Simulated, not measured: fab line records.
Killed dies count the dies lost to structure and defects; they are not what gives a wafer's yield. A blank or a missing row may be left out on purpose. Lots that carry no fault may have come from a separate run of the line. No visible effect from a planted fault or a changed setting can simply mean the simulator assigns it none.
A lot that was struck, set against a sound lot ; flow nandHarc ; 21 out of 1159 route steps
Sound: wafers L145.2, L145.5, L145.6. Wafers struck: L140.1, L140.3, L140.6. The cause comes at the end.
Per side, at each step with rows, come the tool, then ch with its chambers, and then its first start. Under that, the readings that differ: sound wafers ; struck wafers ; difference of the means ; sigmas: that difference in standard deviations of wafers without a fault.
alike: words and numbers the same on both sides, and readings whose means are apart by under 2 such deviations; not compared: readings that were withheld, readings missing a value for some wafer, numbers with overlapping values and no deviation given by the record, and bounds like >300 which may hide the same value.
A row with sigmas, a row that says differs or no value, or rows on one side alone: a step with any of these is where the two part. Numbers that have no deviation but don't overlap get no sigmas and don't part them. A reading missing from all wafers of one side parts the sides only when that side holds two or more wafers.

NHARC_A_BLC_CVD_24: deposits W, target thk 150 nm, time 434 s.
  sound: cvdW-01 ch 0; struck: cvdW-01 ch 0,1
  alike: heaterPowerW, mfcWf6Sccm, throttleValvePct
NHARC_A_BLC_CMP_25: polishes, t overpolish 30 s, target thk 150 nm.
  sound on cmp-03 ch 0,1,2, day 23 05:34; struck on cmp-01 ch 2,3, day 20 10:07
  alike: motorCurrentA, overpolishRunS, retainingRingPressureFrac, slurryFilterDpKPa, slurryFlowMlMin, timeToEndpointS
after that, 1 step had no rows for these wafers: NHARC_A_BLC_SRD_27.
NHARC_A_BLC_INSPECT_28:
  sound on defectInspect-02, day 23 05:55; struck on defectInspect-02, day 20 10:31
  alike: rawDefectCount
then, 7 steps without rows for these wafers: NHARC_A_M0_DEP_00 (deposits SiOC, target thk 150 nm); NHARC_A_M0_DEHYDRATE_01 (time 120 s); NHARC_A_M0_HMDS_02 (time 30 s); NHARC_A_M0_COAT_33 (time 65 s); NHARC_A_M0_COAT_03 (resist thk 90 nm); NHARC_A_M0_SOFTBAKE_04 (time 55 s); NHARC_A_M0_EBR_05.
NHARC_A_M0_EXPOSE_06: exposes mask A M0, target cd 80 nm.
  sound on arfiScanner-03 ch 0, day 23 06:41; struck on arfiScanner-02 ch 0, day 20 11:09
reading;sound;struck;difference;sigmas
exposureDoseMJCm2;83.24 83.21 83.34;108.58 108.63 108.58;+25.33;+99 or more
  alike: mask
then, 2 steps without rows for these wafers: NHARC_A_M0_PEB_07 (peb time 65 s); NHARC_A_M0_DEVELOP_08 (develop time 35 s).
NHARC_A_M0_CD_MEAS_09: target cd 80 nm.
  sound on cdSem-02 ch 0, day 23 06:49; struck on cdSem-02 ch 0, day 20 11:17
reading;sound;struck;difference;sigmas
cdNm (nm);80.2 80.3 80.2;97.0 96.4 97.6;+16.8;+28
NHARC_A_M0_OVL_MEAS_10: pitch 160 nm.
  sound on overlay-02, day 23 06:54; struck on overlay-02, day 20 11:23
  alike: overlayXNm, overlayYNm
NHARC_A_M0_INSPECT_11:
  sound on defectInspect-01, day 23 06:56; struck on defectInspect-02, day 20 11:25
reading;sound;struck;difference;sigmas
rawDefectCount;22 16 16;59 44 52;+34;+2
NHARC_A_M0_DESCUM_14: chemistry O2, time 3 s.
  sound on rieDiel-05 ch 0,1, day 23 07:01; struck on rieDiel-08 ch 2,3, day 20 11:29
reading;sound;struck;difference;sigmas
model.A_M0.cdNm (nm);79.93 80.43 80.25;96.92 97.06 97.49;+16.95;
  alike: drypumpMotorCurrentA, oesProductAu, rfVppV, showerheadPlenumPTorr, throttleValvePct
  not compared: rfHoursCounterH
NHARC_A_M0_ETCH_34: etches the open film in N2/H2, target depth 40 nm, overetch 12 nm, time 43.94 s.
  sound on rieDiel-05 ch 0,1,3, day 23 07:05; struck on rieDiel-08 ch 0,1,2, day 20 11:34
  alike: drypumpMotorCurrentA, oesProductAu, rfFwdPowerW, rfVppV, showerheadPlenumPTorr, throttleValvePct
  not compared: rfHoursCounterH
NHARC_A_M0_ETCH_15: etches the open film in C4F8/Ar, target depth 150 nm, overetch 15 nm, time 82.5 s.
  sound: rieDiel-05 ch 0,1,2; struck: rieDiel-08 ch 2,3
reading;sound;struck;difference;sigmas
model.A_M0.cdNm (nm);79.83 80.77 80.52;96.63 97.13 97.5;+16.71;
  alike: oesProductAu, rfFwdPowerW, rfVppV
  not compared: rfHoursCounterH
NHARC_A_M0_CD_MEAS_16:
  sound on cdSem-02, day 23 07:19; struck on cdSem-02, day 20 11:47
reading;sound;struck;difference;sigmas
cdNm (nm);79.8 81.0 80.8;96.7 97.2 97.6;+16.6;+23

WHERE THEY PART
At NHARC_A_M0_EXPOSE_06 first; at NHARC_A_M0_CD_MEAS_16 last (within this record only).

WHY: what the simulator had put in
Process parameters drifting: arfiScanner-02 at NHARC_A_M0_EXPOSE_06, beginning at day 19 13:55. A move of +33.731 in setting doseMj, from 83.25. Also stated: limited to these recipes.
